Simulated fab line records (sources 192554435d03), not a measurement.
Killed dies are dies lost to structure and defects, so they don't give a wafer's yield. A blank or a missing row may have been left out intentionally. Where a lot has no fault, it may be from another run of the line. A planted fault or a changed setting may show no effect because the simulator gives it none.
A single fault, viewed from 2 desks | flow n5_finfet | every desk sees just its own numbers, and what lay behind them comes last

THE DEFECT DESK
Counts from the inspections along the route, per lot, as means over the sampled wafers that have a number. Any lot whose mean is over 4 standard deviations away from the usual mean is out of limits and marked OUT; that distance is given in the brackets.
Columns: A = raw_defect_count at N5_SDB_INSPECT_36, usual 35
lot  | first seen here | A
L388 | day 4 01:05     | 18
L389 | day 4 06:18     | 32
L390 | day 4 14:13     | 32
L393 | day 5 03:49     | 28
L397 | day 6 04:20     | 28
L398 | day 6 11:20     | 31
L401 | day 7 05:39     | 42
L402 | day 7 09:52     | 40
L403 | day 7 15:35     | 39
L404 | day 7 22:26     | 39
L409 | day 9 11:51     | 37
L410 | day 9 12:52     | 48
This desk's verdict: no lot among the 12 shows anything out of limits.

FOR THE TOOL OWNER'S DESK: arfi_scanner-02
The tool's own readings at N5_HKMG_FIN_EXPOSE_09 (exposes mask NWFM): means of the sampled wafers that have a number, for each lot that ran on this tool. Any lot whose mean is over 4 standard deviations away from the usual mean is out of limits and marked OUT; that distance is given in the brackets.
Columns: A = exposure_dose_mJ_cm2 at N5_HKMG_FIN_EXPOSE_09, usual 39.23; B = stage_vel_mm_s at N5_HKMG_FIN_EXPOSE_09, usual 500.08 mm/s
lot  | first seen here | A               | B
L388 | day 4 06:09     | 39.25           | 500.03
L389 | day 4 11:43     | 39.23           | 500.04
L397 | day 6 09:22     | 41.02 (+45) OUT | 500.16
L398 | day 6 16:23     | 40.63 (+35) OUT | 500.05
This desk's finding: out of limits on L397, L398; first on L397, day 6 09:22 (exposure_dose_mJ_cm2 at N5_HKMG_FIN_EXPOSE_09). Within limits: L388, L389.

TAKEN TOGETHER
The tool owner's desk could have raised an alarm at day 6 09:22, on L397, L398.
The defect desk saw nothing out of limits.
The defect desk has L397, L398 on record, within its limits.
All the named lots went through N5_HKMG_FIN_EXPOSE_09 on arfi_scanner-02.

WHAT HAD BEEN PUT IN BY THE SIMULATOR
Process parameter drift: arfi_scanner-02, from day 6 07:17 on, at N5_HKMG_FIN_EXPOSE_09. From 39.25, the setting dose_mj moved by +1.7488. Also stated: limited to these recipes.
Lots struck among those shown: L397, L398.
Hours from the fault's start to each desk's first reading out of limits: the tool owner's desk, 2.
